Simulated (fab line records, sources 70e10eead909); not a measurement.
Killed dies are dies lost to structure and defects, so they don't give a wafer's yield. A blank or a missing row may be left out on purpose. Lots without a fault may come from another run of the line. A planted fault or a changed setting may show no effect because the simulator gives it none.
fab line records | flow nand_harc
record lots=22 wafers=66 last_day=24
route steps=1159 shown A_CONTACT@921 A_M0@1005
lots that met no fault: from a run of the same line without faults
start_h: hours from the record's first day to the start of the lot's first wafer shown | wait_h: hours since the lot's step before | " the same as in the row above | L1.1+2: a row that stands for several wafers | - no value, or no start given | * or withheld: withheld | < > ~ a bound
route shown NAME@n: a module of which the file shows steps, and the number in the route of the first | usual: mean/standard deviation of fault-free wafers | same: alike in all rows | chamber/n: place in a boat | sites: the reading at each site | _std_site: their standard deviation | _edge_site: outer sites' mean less inner sites' | radius_mm: how far each site lies from the wafer's centre | mask NAME#n: copy n | behind: the tool/chamber that last shaped the wafer | hold: why the lot was held/for how many hours/how that ended | device: the transistor (n, p or np) that didn't switch | end of line: the same wafers' tests at the end of the route | a step without rows: its recipe alone | killed: dies lost to structure and defects at the first sort, not the wafer's yield | map: a wafer's dies, x killed, . not, _ none there
set.NAME: the setting as run; set.NAME@STEP: as run at that earlier step | model.NAME: the simulator's own value behind a step, which no gauge read
steps of the route over a sample of lots; a table a step, a row a wafer
services: from which hour (start_h, from the record's first day; less than 0 if before it) a tool's chamber was out of use, for how many hours, and why
## steps
# step NHARC_A_CONTACT_STRIP_82
# recipe o2_flow_sccm=500 ar_flow_sccm=0 bias_w=0 chemistry=O2
# usual drypump_motor_current_A=5.8/0.47 mfc_ar_sccm=0.006/0.0087 oes_product_au=0.998/0.01 rf_vpp_V=57.5/0.94 showerhead_plenum_p_Torr=3.43/0.14 throttle_valve_pct=17.035/0.0093
# columns lot.wafer tool chamber start_h wait_h drypump_motor_current_A mfc_ar_sccm oes_product_au rf_hours_counter_h rf_vpp_V showerhead_plenum_p_Torr throttle_valve_pct
L076.2 rie_diel-13 1 - - 5.6 0.030 1.009 36 57.3 3.53 17.033
L076.1 " 2 " " 5.7 0.002 0.995 34 57.1 3.38 17.033
L076.6 " 0 " " 5.1 0 0.999 - 57.6 3.36 17.031
L074.3 rie_diel-13 0 - - 5.1 0 1.001 37 57.1 3.35 17.031
L074.4 " 1 " " 5.6 0.030 1.011 37 57.6 3.53 17.031
L074.1 " 2 " " 5.7 0.002 0.996 36 57.1 3.38 17.037
L077.4 rie_diel-05 1 - - 5.2 0 0.984 10 58.0 3.32 17.030
L077.2 " 2 " " 6.6 0.004 1.005 9 57.5 3.36 17.034
L077.1 " 0 " " 5.9 0 1.003 10 57.2 3.31 17.035
L078.3 rie_diel-05 2 - - 6.7 0.004 1.001 10 56.4 3.36 17.026
L078.1 " 0 " " 5.8 0 1.008 11 58.7 3.31 17.028
L078.6 " 1 " " 5.2 0 0.985 - 57.1 3.32 17.048
L080.1 rie_diel-02 2 - - 5.4 0 1.007 25 59.1 3.66 17.018
L080.4 " 1 " " 6.0 0 0.989 27 58.1 3.50 17.028
L080.5 " 3 " " 5.9 0 1.017 - 58.9 3.58 17.029
L079.3 rie_diel-05 0 - - 5.9 0 1.001 16 56.5 3.31 17.035
L079.1 " 1 " " 5.2 0 0.993 14 55.9 3.32 17.034
L079.5 " 0 " " 5.9 0 1.015 - 57.1 3.31 17.049
L081.4 rie_diel-05 3 - - 5.7 0.019 0.983 17 58.4 3.66 17.033
L081.2 " 1 " " 5.2 0 0.987 15 56.6 3.32 17.039
L081.3 " 2 " " 6.7 0.004 0.992 15 57.7 3.36 17.024
L082.2 rie_diel-13 0 - - 5.1 0 0.986 53 55.1 3.35 17.029
L082.4 " 1 " " 5.6 0.030 1.006 53 58.3 3.52 17.042
L082.1 " 2 " " 5.7 0.002 0.990 54 57.0 3.37 17.036
L083.1 rie_diel-05 2 - - 6.7 0.004 1.000 16 55.7 3.36 17.009
L083.2 " 3 " " 5.7 0.019 0.990 18 57.7 3.66 17.050
L083.5 " 2 " " 6.7 0.004 0.999 - 57.8 3.36 17.027
L084.4 rie_diel-05 0 - - 5.8 0 1.001 21 57.8 3.30 17.038
L084.3 " 2 " " 6.6 0.004 0.993 19 57.3 3.35 17.036
L084.5 " 0 " " 5.9 0 1.004 - 56.4 3.30 17.052
L087.3 rie_diel-05 0 - - 5.8 0 1.002 22 58.3 3.30 17.030
L087.2 " 2 " " 6.7 0.004 0.988 20 56.0 3.35 17.024
L087.5 " 1 " " 5.2 0 1.002 - 56.4 3.32 17.045
L088.4 rie_diel-05 3 - - 5.7 0.019 0.997 23 57.2 3.65 17.046
L088.3 " 1 " " 5.2 0 1.008 21 57.8 3.32 17.029
L088.2 " 2 " " 6.6 0.004 0.997 21 56.4 3.35 17.035
L086.1 rie_diel-02 0 - - 6.4 0.009 1.009 47 56.5 3.28 17.031
L086.3 " 1 " " 5.9 0 0.995 45 57.8 3.49 17.036
L086.5 " 1 " " 6.0 0 0.990 - 57.0 3.49 17.043
L089.4 rie_diel-05 2 - - 6.7 0.004 0.993 24 56.7 3.35 17.033
L089.6 " 2 " " 6.6 0.004 1.001 - 58.0 3.35 17.050
L089.5 " 3 " " 5.7 0.019 0.990 - 57.2 3.65 17.047
L085.4 rie_diel-05 2 - - 6.6 0.004 0.990 24 55.9 3.35 17.029
L085.3 " 0 " " 5.9 0 1.005 26 57.7 3.30 17.052
L085.5 " 2 " " 6.7 0.004 1.008 - 57.2 3.35 17.040
L092.3 rie_diel-05 1 - - 5.2 0 0.993 26 57.4 3.32 17.018
L092.2 " 2 " " 6.7 0.004 1.004 26 60.0 3.35 17.014
L092.6 " 3 " " 5.7 0.019 0.986 - 57.2 3.65 17.046
L091.2 rie_diel-05 0 - - 5.9 0 1.012 30 57.2 3.30 17.037
L091.1 " 1 " " 5.2 0 0.995 27 57.1 3.31 17.035
L091.6 " 3 " " 5.7 0.019 0.987 - 58.1 3.65 17.031
L090.2 rie_diel-05 1 - - 5.2 0 0.996 27 57.3 3.31 17.033
L090.4 " 0 " " 5.8 0 1.010 30 55.9 3.30 17.038
L090.6 " 1 " " 5.2 0 0.998 - 57.3 3.31 17.018
L093.3 rie_diel-02 1 - - 5.9 0 0.994 56 58.0 3.49 17.038
L093.1 " 2 " " 5.4 0 1.015 54 57.1 3.64 17.015
L093.5 " 0 " " 6.4 0.009 1.006 - 55.3 3.28 17.039
L095.4 rie_diel-05 1 - - 5.3 0 0.994 32 56.8 3.31 17.035
L095.1 " 3 " " 5.7 0.019 0.984 35 58.0 3.65 17.057
L095.6 " 0 " " 5.8 0 1.005 - 57.4 3.30 17.040
L096.3 rie_diel-05 3 - - 5.7 0.019 0.988 36 57.5 3.65 17.042
L096.4 " 0 " " 5.9 0 1.007 36 59.2 3.30 17.028
L096.5 " 3 " " 5.7 0.019 0.982 - 56.6 3.65 17.038
L094.2 rie_diel-05 1 - - 5.2 0 0.990 33 57.7 3.31 17.043
L094.4 " 2 " " 6.6 0.004 1.010 33 57.3 3.35 17.033
L094.6 " 3 " " 5.7 0.019 0.999 - 58.2 3.65 17.047
# step NHARC_A_CONTACT_ETCH_137
# recipe source_w=withheld pressure_mtorr=20 bias_v=3000 time_s=132 target_depth_a=12870 ar_flow_sccm=withheld c4f8_flow_sccm=withheld o2_flow_sccm=withheld chemistry=C4F8/O2/Ar
# columns lot.wafer tool chamber start_h wait_h rf_hours_counter_h
L076.2 har_cap_etch-03 1 384.65 0.1 81
L076.1 " 0 " " 81
L076.6 " 1 " " -
L074.1 har_cap_etch-02 1 387.81 0.1 13
L074.3 " 0 " " -
L074.4 " 1 " " -
L077.2 har_cap_etch-02 0 392.21 0.1 13
L077.1 " 1 " " 13
L077.4 " 0 " " -
L078.1 har_cap_etch-01 1 395.21 0.1 65
L078.3 " 0 " " -
L078.6 " 0 " " -
L080.1 har_cap_etch-01 0 418.63 0.1 68
L080.4 " 0 " " -
L080.5 " 0 " " -
L079.1 har_cap_etch-03 1 419.48 0.1 87
L079.3 " 1 " " -
L079.5 " 0 " " -
L081.2 har_cap_etch-01 1 421.18 0.1 69
L081.4 " 1 " " -
L081.3 " 0 " " -
L082.1 har_cap_etch-02 0 433.43 0.1 19
L082.2 " 1 " " 19
L082.4 " 0 " " -
L083.2 har_cap_etch-03 1 434.97 0.1 89
L083.1 " 0 " " 89
L083.5 " 0 " " -
L084.3 har_cap_etch-02 1 443.94 0.1 -
L084.4 " 0 " " -
L084.5 " 0 " " -
L087.2 har_cap_etch-02 1 449.35 0.1 22
L087.3 " 0 " " -
L087.5 " 1 " " -
L088.2 har_cap_etch-02 0 454.59 0.1 23
L088.3 " 1 " " -
L088.4 " 0 " " -
L086.1 har_cap_etch-03 1 463.61 0.1 95
L086.3 " 1 " " -
L086.5 " 1 " " -
L089.4 har_cap_etch-02 0 464.60 0.1 -
L089.6 " 1 " " -
L089.5 " 0 " " -
L085.3 har_cap_etch-03 1 465.69 0.1 -
L085.4 " 0 " " -
L085.5 " 0 " " -
L092.2 har_cap_etch-03 0 479.77 0.1 98
L092.3 " 0 " " -
L092.6 " 0 " " -
L091.2 har_cap_etch-01 0 484.61 0.1 81
L091.1 " 1 " " 81
L091.6 " 0 " " -
L090.2 har_cap_etch-03 0 485.77 0.1 98
L090.4 " 0 " " -
L090.6 " 1 " " -
L093.1 har_cap_etch-01 0 495.33 0.1 82
L093.3 " 0 " " -
L093.5 " 0 " " -
L095.1 har_cap_etch-02 1 516.54 0.1 34
L095.4 " 0 " " -
L095.6 " 0 " " -
L096.3 har_cap_etch-03 0 521.57 0.1 -
L096.4 " 1 " " -
L096.5 " 1 " " -
L094.2 har_cap_etch-03 1 524.80 0.1 104
L094.4 " 1 " " -
L094.6 " 0 " " -
# step NHARC_A_CONTACT_ETCH_92
# recipe target_depth_a=400 over_etch_frac=0.5 time_s=85.7 ion_energy_ev=120 ch3f_flow_sccm=50 o2_flow_sccm=30 ar_flow_sccm=200 rf_w=500 bias_w=100 chemistry=CH3F/O2
# usual ch3f_flow_sccm=49.99/0.15 drypump_motor_current_A=5.7/0.42 mfc_ar_sccm=200.0/0.65 oes_product_au=0.96/0.037 rf_vpp_V=243.7/1.6 showerhead_plenum_p_Torr=2.42/0.1 throttle_valve_pct=20.664/0.0088
# columns lot.wafer tool chamber start_h wait_h ch3f_flow_sccm drypump_motor_current_A mfc_ar_sccm oes_product_au rf_hours_counter_h rf_vpp_V showerhead_plenum_p_Torr throttle_valve_pct
L076.1 rie_diel-02 1 385.34 0.4 49.92 6.0 200.5 0.99 19 243.4 2.44 20.652
L076.2 " 2 " " 49.92 5.4 200.2 1.01 18 243.8 2.56 20.682
L076.6 " 3 " " 49.83 5.9 200.4 1.03 - 243.7 2.50 20.672
L074.1 rie_diel-02 3 388.44 0.3 49.88 5.9 201.0 0.95 18 245.8 2.50 20.665
L074.3 " 1 " " 50.00 6.0 199.7 0.93 20 245.1 2.44 20.660
L074.4 " 2 " " 50.24 5.4 200.1 0.92 18 246.7 2.56 20.662
L077.2 rie_diel-13 1 392.88 0.4 49.86 5.6 199.9 0.93 40 244.6 2.46 20.671
L077.4 " 2 " " 50.07 5.7 200.1 0.93 40 242.7 2.35 20.664
L077.1 " 3 " " 49.98 5.7 200.7 0.93 39 244.4 2.48 20.667
L078.1 rie_diel-05 3 395.85 0.3 50.20 5.7 200.0 0.91 12 246.1 2.55 20.661
L078.3 " 1 " " 49.97 5.2 200.5 0.92 11 240.7 2.31 20.670
L078.6 " 0 " " 49.78 5.9 199.3 0.93 - 241.7 2.30 20.659
L080.1 rie_diel-02 1 419.28 0.4 49.97 5.9 201.6 0.92 29 244.1 2.44 20.662
L080.4 " 0 " " 49.72 6.4 200.1 0.93 28 241.4 2.29 20.672
L080.5 " 1 " " 50.12 5.9 199.5 0.92 - 245.3 2.44 20.664
L079.3 rie_diel-13 0 420.13 0.3 49.95 5.1 200.3 0.93 49 240.8 2.33 20.660
L079.1 " 2 " " 49.96 5.7 200.1 0.92 51 243.3 2.35 20.653
L079.5 " 1 " " 49.98 5.6 199.6 0.94 - 244.8 2.45 20.664
L081.3 rie_diel-13 2 421.83 0.3 49.89 5.7 199.8 0.91 51 243.8 2.35 20.659
L081.2 " 0 " " 50.06 5.1 201.6 0.91 49 241.7 2.33 20.653
L081.4 " 1 " " 49.87 5.6 200.2 0.93 49 244.7 2.45 20.662
L082.2 rie_diel-02 3 434.10 0.4 50.09 5.9 199.5 0.94 33 246.1 2.49 20.663
L082.1 " 0 " " 50.05 6.4 200.0 0.93 35 241.2 2.29 20.666
L082.4 " 2 " " 49.93 5.4 200.0 0.95 32 245.7 2.55 20.663
L083.1 rie_diel-02 2 435.78 0.4 49.92 5.4 199.4 0.93 33 245.5 2.55 20.679
L083.2 " 3 " " 49.96 5.9 200.2 0.95 34 243.8 2.49 20.659
L083.5 " 2 " " 49.97 5.4 199.3 0.94 - 246.6 2.55 20.675
L084.3 rie_diel-13 0 444.55 0.3 49.96 5.1 199.9 1.00 59 242.7 2.33 20.666
L084.4 " 2 " " 49.93 5.7 201.2 0.98 59 243.4 2.34 20.659
L084.5 " 0 " " 50.31 5.1 200.2 1.00 - 240.5 2.33 20.643
L087.2 rie_diel-05 3 450.02 0.4 50.05 5.7 201.3 0.91 23 244.9 2.55 20.669
L087.3 " 0 " " 50.26 5.8 199.4 0.94 23 241.5 2.30 20.651
L087.5 " 2 " " 49.83 6.7 200.1 0.93 - 243.1 2.33 20.656
L088.2 rie_diel-05 2 455.48 0.6 50.00 6.7 199.7 0.91 22 242.6 2.33 20.662
L088.4 " 3 " " 50.03 5.6 199.7 0.91 25 245.7 2.55 20.667
L088.3 " 0 " " 50.01 5.8 200.0 0.92 25 240.3 2.30 20.661
L086.3 rie_diel-05 3 464.26 0.3 49.93 5.7 199.1 1.00 27 245.5 2.55 20.646
L086.1 " 1 " " 50.01 5.2 200.6 1.00 25 244.7 2.31 20.669
L086.5 " 3 " " 50.15 5.7 200.1 0.98 - 246.4 2.55 20.655
L089.4 rie_diel-13 1 465.22 0.3 49.93 5.6 199.7 1.02 1 243.0 2.45 20.633
L089.5 " 3 " " 50.03 5.7 200.5 1.00 - 245.3 2.47 20.665
L089.6 " 0 " " 50.09 5.1 200.0 1.01 - 243.9 2.32 20.647
L085.3 rie_diel-13 3 466.30 0.3 50.14 5.7 199.0 0.99 2 246.0 2.47 20.663
L085.4 " 2 " " 50.32 5.7 200.0 0.99 2 242.6 2.34 20.663
L085.5 " 3 " " 50.21 5.7 199.3 0.99 - 244.0 2.47 20.667
L092.2 rie_diel-13 2 480.43 0.4 49.88 5.7 200.0 0.92 8 243.1 2.34 20.670
L092.3 " 3 " " 50.04 5.7 200.5 0.92 9 242.7 2.47 20.657
L092.6 " 2 " " 49.97 5.7 200.1 0.93 - 242.7 2.34 20.661
L091.2 rie_diel-05 0 485.26 0.4 49.89 5.8 199.6 0.95 31 242.5 2.29 20.658
L091.1 " 2 " " 50.12 6.7 199.4 0.93 28 241.6 2.33 20.668
L091.6 " 1 " " 49.69 5.2 198.8 0.93 - 242.0 2.30 20.655
L090.4 rie_diel-05 3 486.40 0.3 50.03 5.7 199.7 0.91 31 244.8 2.55 20.681
L090.2 " 1 " " 49.75 5.2 200.4 0.93 28 243.1 2.30 20.674
L090.6 " 0 " " 50.07 5.9 199.7 0.93 - 242.0 2.29 20.662
L093.1 rie_diel-05 0 496.02 0.4 50.08 5.9 198.6 1.00 31 241.4 2.29 20.666
L093.3 " 1 " " 50.12 5.2 200.8 0.99 29 242.7 2.30 20.663
L093.5 " 3 " " 49.97 5.7 200.7 0.98 - 245.6 2.55 20.662
L095.1 rie_diel-02 1 517.17 0.3 50.23 5.9 200.1 1.00 1 243.2 2.43 20.659
L095.4 " 2 " " 49.80 5.4 200.3 1.01 1 244.6 2.54 20.665
L095.6 " 2 " " 49.80 5.4 199.1 1.02 - 245.1 2.54 20.678
L096.3 rie_diel-02 2 522.20 0.3 50.05 5.4 200.4 0.94 3 244.5 2.54 20.657
L096.4 " 1 " " 49.99 6.0 199.7 0.91 - 243.0 2.43 20.657
L096.5 " 0 " " 49.92 6.4 199.8 0.94 - 246.6 2.66 20.657
L094.4 rie_diel-02 3 525.45 0.3 50.07 5.9 200.1 1.00 3 244.3 2.48 20.666
L094.2 " 0 " " 50.23 6.4 200.7 1.01 4 246.3 2.66 20.673
L094.6 " 3 " " 50.05 5.8 200.0 1.01 - 245.5 2.48 20.661
# step NHARC_A_CONTACT_ETCH_110
# recipe target_depth_a=500 overetch_a=50 time_s=27.5 ion_energy_ev=100 cf4_flow_sccm=80 o2_flow_sccm=20 ar_flow_sccm=0 rf_w=300 bias_w=100 chemistry=CF4/O2
# usual drypump_motor_current_A=5.8/0.43 mfc_ar_sccm=0.005/0.0091 oes_f_703_au=1.000/0.0051 oes_product_au=1.002/0.011 rf_vpp_V=197.2/1.6 showerhead_plenum_p_Torr=1.31/0.056 throttle_valve_pct=13.398/0.0096
# columns lot.wafer tool chamber start_h wait_h drypump_motor_current_A mfc_ar_sccm oes_f_703_au oes_product_au rf_hours_counter_h rf_vpp_V showerhead_plenum_p_Torr throttle_valve_pct
L076.1 rie_diel-05 2 385.83 0.1 6.7 0.004 1.001 1.005 9 197.7 1.27 13.393
L076.2 " 0 " " 5.9 0 1.007 1.015 10 196.5 1.25 13.390
L076.6 " 2 " " 6.6 0.004 1.010 1.000 - 195.0 1.27 13.393
L074.4 rie_diel-02 2 388.95 0.0 5.4 0 1.000 1.011 18 199.0 1.39 13.397
L074.1 " 3 " " 5.9 0 1.000 1.025 18 199.7 1.36 13.394
L074.3 " 1 " " 6.0 0 0.997 0.997 20 199.0 1.33 13.388
L077.2 rie_diel-13 3 393.38 0.1 5.8 0.000 0.994 1.003 39 198.3 1.35 13.399
L077.4 " 0 " " 5.1 0 1.003 0.995 40 196.7 1.27 13.389
L077.1 " 1 " " 5.6 0.030 0.997 1.008 40 198.5 1.33 13.391
L078.1 rie_diel-05 3 396.37 0.1 5.6 0.019 1.005 0.986 12 199.5 1.39 13.396
L078.3 " 1 " " 5.2 0 0.996 0.999 11 197.2 1.25 13.395
L078.6 " 2 " " 6.7 0.004 1.002 1.005 - 194.2 1.27 13.386
L080.4 rie_diel-02 2 419.79 0.1 5.4 0 1.002 1.012 27 198.8 1.39 13.379
L080.1 " 0 " " 6.4 0.009 1.004 1.007 28 194.7 1.24 13.412
L080.5 " 3 " " 5.8 0 1.003 1.023 - 197.7 1.36 13.402
L079.1 rie_diel-13 1 420.64 0.1 5.6 0.030 1.009 1.009 49 197.2 1.33 13.388
L079.3 " 0 " " 5.1 0 1.002 0.995 49 195.8 1.26 13.399
L079.5 " 1 " " 5.6 0.030 1.008 1.008 - 199.7 1.33 13.393
L081.4 rie_diel-13 1 422.34 0.1 5.6 0.030 1.006 1.006 50 197.5 1.33 13.389
L081.3 " 2 " " 5.7 0.002 0.995 0.994 51 196.9 1.27 13.394
L081.2 " 0 " " 5.1 0 1.004 0.999 49 196.5 1.26 13.387
L082.2 rie_diel-02 0 434.71 0.1 6.4 0.009 0.993 1.009 35 197.0 1.24 13.399
L082.1 " 2 " " 5.4 0 1.004 1.018 32 198.3 1.39 13.406
L082.4 " 3 " " 5.9 0 1.010 1.026 33 196.9 1.35 13.415
L083.1 rie_diel-02 3 436.37 0.1 5.9 0 1.002 1.023 34 198.0 1.35 13.393
L083.2 " 0 " " 6.4 0.009 0.999 1.011 35 196.0 1.24 13.416
L083.5 " 3 " " 5.9 0 1.002 1.021 - 197.9 1.35 13.403
L084.3 rie_diel-13 2 445.14 0.1 5.7 0.002 1.004 0.989 59 194.6 1.27 13.391
L084.4 " 1 " " 5.6 0.030 1.001 1.002 59 197.7 1.33 13.383
L084.5 " 2 " " 5.7 0.002 1.003 0.988 - 196.3 1.27 13.401
L087.3 rie_diel-05 0 450.62 0.1 5.8 0 1.002 1.001 23 195.5 1.25 13.391
L087.2 " 2 " " 6.7 0.004 0.999 0.995 21 196.6 1.27 13.398
L087.5 " 3 " " 5.7 0.019 0.996 0.994 - 198.2 1.38 13.399
L088.4 rie_diel-05 0 456.02 0.1 5.9 0 0.997 1.015 25 194.2 1.24 13.396
L088.3 " 1 " " 5.2 0 1.003 0.999 23 195.6 1.25 13.380
L088.2 " 2 " " 6.6 0.004 0.998 1.000 22 197.1 1.27 13.392
L086.1 rie_diel-05 2 464.79 0.1 6.7 0.004 1.003 0.996 25 195.3 1.27 13.395
L086.3 " 3 " " 5.7 0.019 1.005 0.978 27 198.9 1.38 13.398
L086.5 " 2 " " 6.6 0.004 0.999 1.006 - 195.7 1.26 13.399
L089.4 rie_diel-13 2 465.77 0.1 5.6 0.002 0.996 0.988 1 196.0 1.27 13.393
L089.5 " 1 " " 5.6 0.030 1.004 1.009 - 196.1 1.33 13.393
L089.6 " 2 " " 5.6 0.002 1.001 0.991 - 196.6 1.27 13.396
L085.3 rie_diel-05 2 466.81 0.1 6.6 0.004 0.994 1.016 25 196.2 1.26 13.386
L085.4 " 3 " " 5.6 0.019 1.003 0.981 28 198.8 1.38 13.387
L085.5 " 0 " " 5.9 0 0.999 1.004 - 194.8 1.24 13.393
L092.2 rie_diel-05 2 480.94 0.1 6.7 0.004 1.000 1.003 27 196.3 1.26 13.405
L092.3 " 0 " " 5.9 0 1.006 1.009 30 195.7 1.24 13.417
L092.6 " 1 " " 5.2 0 0.995 0.992 - 196.1 1.25 13.401
L091.1 rie_diel-02 0 485.78 0.1 6.4 0.009 0.998 1.019 56 195.1 1.24 13.394
L091.2 " 2 " " 5.4 0 1.000 1.017 53 200.3 1.38 13.424
L091.6 " 3 " " 5.9 0 1.000 1.012 - 199.8 1.35 13.400
L090.4 rie_diel-02 1 487.40 0.5 5.9 0 0.996 0.987 56 199.0 1.32 13.397
L090.2 " 2 " " 5.4 0 1.009 1.005 53 199.9 1.38 13.417
L090.6 " 1 " " 6.0 0 1.000 0.987 - 199.8 1.32 13.399
L093.3 rie_diel-05 3 497.00 0.1 5.7 0.019 0.996 0.981 31 198.9 1.38 13.413
L093.1 " 0 " " 5.8 0 1.006 1.015 31 194.3 1.24 13.414
L093.5 " 2 " " 6.6 0.004 1.006 1.000 - 195.9 1.26 13.405
L095.4 rie_diel-02 3 517.69 0.1 5.8 0 1.001 1.001 1 198.3 1.35 13.405
L095.1 " 0 " " 6.4 0.009 1.002 1.019 1 199.7 1.45 13.406
L095.6 " 3 " " 5.8 0 1.001 1.012 - 197.6 1.35 13.387
L096.4 rie_diel-13 3 522.73 0.1 5.8 0.000 0.994 0.983 25 196.0 1.34 13.391
L096.3 " 1 " " 5.6 0.030 0.997 1.012 23 196.5 1.32 13.388
L096.5 " 3 " " 5.7 0.000 1.002 0.988 - 196.7 1.34 13.388
L094.2 rie_diel-02 0 526.00 0.1 6.4 0.009 0.993 1.002 4 200.3 1.44 13.402
L094.4 " 1 " " 5.9 0 1.006 0.999 4 196.4 1.32 13.393
L094.6 " 2 " " 5.4 0 0.999 1.005 - 200.2 1.38 13.382
# step NHARC_A_CONTACT_CVD_19
# recipe target_thk_a=3000 temp_c=300 pressure_torr=40 wf6_flow_sccm=40 h2_flow_sccm=1600 ar_flow_sccm=1560 time_s=802 material=W
# usual heater_power_w=472/27 mfc_ar_sccm=1560/4.9 throttle_valve_pct=8.2/0.37
# columns lot.wafer tool chamber start_h wait_h heater_power_w mfc_ar_sccm throttle_valve_pct
L076.2 cvd_w-01 1 - - 448 1557 8.1
L076.1 " 0 " " 480 1561 7.8
L076.6 " 1 " " 468 1560 8.3
L074.1 cvd_w-02 0 - - 431 1563 8.4
L074.4 " 1 " " 516 1553 8.2
L074.3 " 0 " " 433 1562 8.7
L077.2 cvd_w-01 1 - - 463 1564 8.0
L077.1 " 0 " " 477 1562 7.4
L077.4 " 1 " " 458 1564 8.1
L078.1 cvd_w-01 1 - - 461 1560 8.3
L078.3 " 0 " " 477 1562 7.6
L078.6 " 0 " " 474 1562 7.7
L080.1 cvd_w-02 0 - - 435 1569 8.6
L080.4 " 1 " " 508 1565 8.1
L080.5 " 0 " " 439 1555 8.8
L079.1 cvd_w-02 0 - - 438 1559 8.6
L079.3 " 1 " " 499 1562 8.1
L079.5 " 0 " " 417 1557 8.7
L081.2 cvd_w-02 1 - - 496 1561 8.0
L081.4 " 0 " " 430 1559 8.5
L081.3 " 1 " " 499 1557 8.3
L082.2 cvd_w-01 0 - - 484 1558 8.0
L082.1 " 1 " " 453 1563 8.2
L082.4 " 0 " " 478 1559 7.5
L083.1 cvd_w-01 1 - - 459 1561 8.4
L083.2 " 0 " " 496 1556 7.6
L083.5 " 0 " " 485 1554 7.8
L084.4 cvd_w-01 1 - - 459 1561 8.5
L084.3 " 0 " " 476 1555 7.7
L084.5 " 0 " " 489 1549 7.5
L087.2 cvd_w-01 1 - - 468 1566 8.6
L087.3 " 1 " " 455 1565 8.1
L087.5 " 1 " " 458 1563 8.1
L088.2 cvd_w-01 1 - - 461 1555 8.1
L088.3 " 1 " " 467 1572 8.3
L088.4 " 1 " " 458 1559 8.4
L086.1 cvd_w-01 0 - - 487 1566 7.6
L086.3 " 1 " " 464 1564 8.4
L086.5 " 0 " " 493 1568 7.9
L089.4 cvd_w-01 0 - - 488 1556 7.7
L089.6 " 1 " " 457 1555 8.3
L089.5 " 0 " " 492 1567 7.8
L085.3 cvd_w-01 1 - - 454 1571 8.4
L085.4 " 0 " " 481 1562 8.0
L085.5 " 1 " " 464 1562 8.4
L092.2 cvd_w-02 1 - - 507 1567 8.3
L092.3 " 1 " " 498 1557 8.1
L092.6 " 1 " " 517 1560 8.4
L091.1 cvd_w-02 0 - - 444 1555 8.7
L091.2 " 1 " " 499 1550 8.3
L091.6 " 1 " " 503 1551 8.4
L090.2 cvd_w-02 0 - - 435 1555 8.4
L090.4 " 1 " " 497 1565 8.1
L090.6 " 1 " " 519 1552 8.2
L093.1 cvd_w-01 0 - - 492 1554 7.7
L093.3 " 0 " " 507 1556 7.5
L093.5 " 1 " " 456 1567 8.1
L095.1 cvd_w-01 0 - - 497 1559 7.8
L095.4 " 1 " " 473 1560 8.5
L095.6 " 1 " " 464 1561 8.4
L096.4 cvd_w-01 0 - - 495 1566 7.5
L096.3 " 1 " " 483 1564 7.9
L096.5 " 1 " " 470 1566 8.3
L094.2 cvd_w-02 0 - - 432 1555 8.8
L094.4 " 1 " " 508 1555 8.2
L094.6 " 0 " " 437 1562 8.8
# step NHARC_A_M0_OVL_MEAS_10
# recipe pitch_nm=160
# usual overlay_x_nm=-0.4/0.85 overlay_y_nm=0.3/1.1
# columns lot.wafer tool chamber start_h wait_h overlay_x_nm overlay_y_nm
L076.1 overlay-01 - 404.52 - -1.2 1.6
L076.2 " - " " -0.3 1.7
L076.6 " - " " -0.9 2.4
L074.1 overlay-02 - 408.16 - -1.5 0.9
L074.3 " - " " -2.0 0.5
L074.4 " - " " -1.4 0.3
L077.1 overlay-02 - 412.91 - 1.0 1.1
L077.2 " - " " 1.0 1.3
L077.4 " - " " 0.7 1.0
L078.1 overlay-01 - 413.10 - -1.3 0.7
L078.3 " - " " -0.9 0.3
L078.6 " - " " -0.9 0.5
L080.1 overlay-02 - 426.48 - -0.9 -1.0
L080.4 " - " " -0.8 -1.2
L080.5 " - " " -0.3 -1.0
L079.1 overlay-02 - 429.96 - 0.7 -0.7
L079.3 " - " " 1.3 -0.5
L079.5 " - " " 1.1 -1.0
L081.2 overlay-02 - 430.54 - 0.4 -1.0
L081.3 " - " " 0.5 -1.3
L081.4 " - " " 0.3 -0.9
L082.1 overlay-01 - 450.16 - -1.0 -0.7
L082.2 " - " " -0.8 -0.6
L082.4 " - " " -0.1 -1.3
L083.1 overlay-01 - 450.92 - -0.8 -0.6
L083.2 " - " " -1.3 -1.3
L083.5 " - " " -0.8 -1.8
L084.3 overlay-02 - 452.78 - -0.9 0.4
L084.4 " - " " -0.8 0.1
L084.5 " - " " -0.9 0.2
L087.2 overlay-02 - 463.95 - 0.8 0.1
L087.3 " - " " 0.4 0.5
L087.5 " - " " 0.6 0.7
L088.2 overlay-01 - 476.57 - -1.3 1.1
L088.3 " - " " -1.8 0.8
L088.4 " - " " -1.1 1.2
L086.1 overlay-01 - 479.32 - 1.1 1.9
L086.3 " - " " 0.0 2.5
L086.5 " - " " 0.6 2.1
L089.4 overlay-01 - 480.61 - -1.8 0.4
L089.5 " - " " -1.6 0.1
L089.6 " - " " -1.8 0.5
L085.3 overlay-01 - 481.06 - 1.1 -1.5
L085.4 " - " " 0.6 -1.0
L085.5 " - " " 0.6 -0.9
L092.2 overlay-02 - 494.98 - 0.6 1.2
L092.3 " - " " 0.4 1.6
L092.6 " - " " 0.3 1.8
L091.1 overlay-02 - 503.32 - -0.5 -0.5
L091.2 " - " " -1.1 -0.6
L091.6 " - " " -0.8 -0.5
L090.2 overlay-01 - 511.45 - 0.3 1.4
L090.4 " - " " -0.3 0.7
L090.6 " - " " -0.3 1.2
L093.1 overlay-01 - 512.32 - -1.4 1.8
L093.3 " - " " -1.1 1.5
L093.5 " - " " -0.5 1.6
L095.1 overlay-02 - 524.83 - 0.4 0.3
L095.4 " - " " -0.2 -0.3
L095.6 " - " " -0.1 0.2
L096.3 overlay-01 - 536.77 - -0.4 -1.7
L096.4 " - " " -0.3 -1.7
L096.5 " - " " -0.4 -1.4
L094.2 overlay-02 - 540.69 - 0.0 1.4
L094.4 " - " " 0.3 0.4
L094.6 " - " " -0.3 0.6
## services
# columns tool chamber start_h hours kind
rie_diel-05 2 358.94 1.9 repair
rie_diel-05 0 374.22 - clean
rie_diel-05 1 374.22 - clean
rie_diel-05 2 374.22 - clean
rie_diel-05 3 374.22 - clean
cvd_w-02 - 380.09 13.0 pm
rie_diel-02 - 392.47 0.8 repair
har_cap_etch-03 - 394.48 0.3 repair
har_cap_etch-01 - 396.31 0.3 repair
rie_diel-05 0 398.72 - clean
rie_diel-05 1 398.72 - clean
rie_diel-05 2 398.72 - clean
rie_diel-05 3 398.72 - clean
har_cap_etch-02 - 401.84 1.0 repair
rie_diel-13 1 404.80 1.4 repair
rie_diel-05 0 423.22 - clean
rie_diel-05 1 423.22 - clean
cvd_w-01 0 452.57 15.3 repair
rie_diel-13 - 453.05 9.0 pm
cvd_w-01 - 478.79 13.0 pm
rie_diel-02 - 504.89 9.0 pm
rie_diel-05 - 517.60 9.0 pm
rie_diel-02 3 518.70 3.7 repair
har_cap_etch-01 - 518.88 7.5 repair
## key
fault none
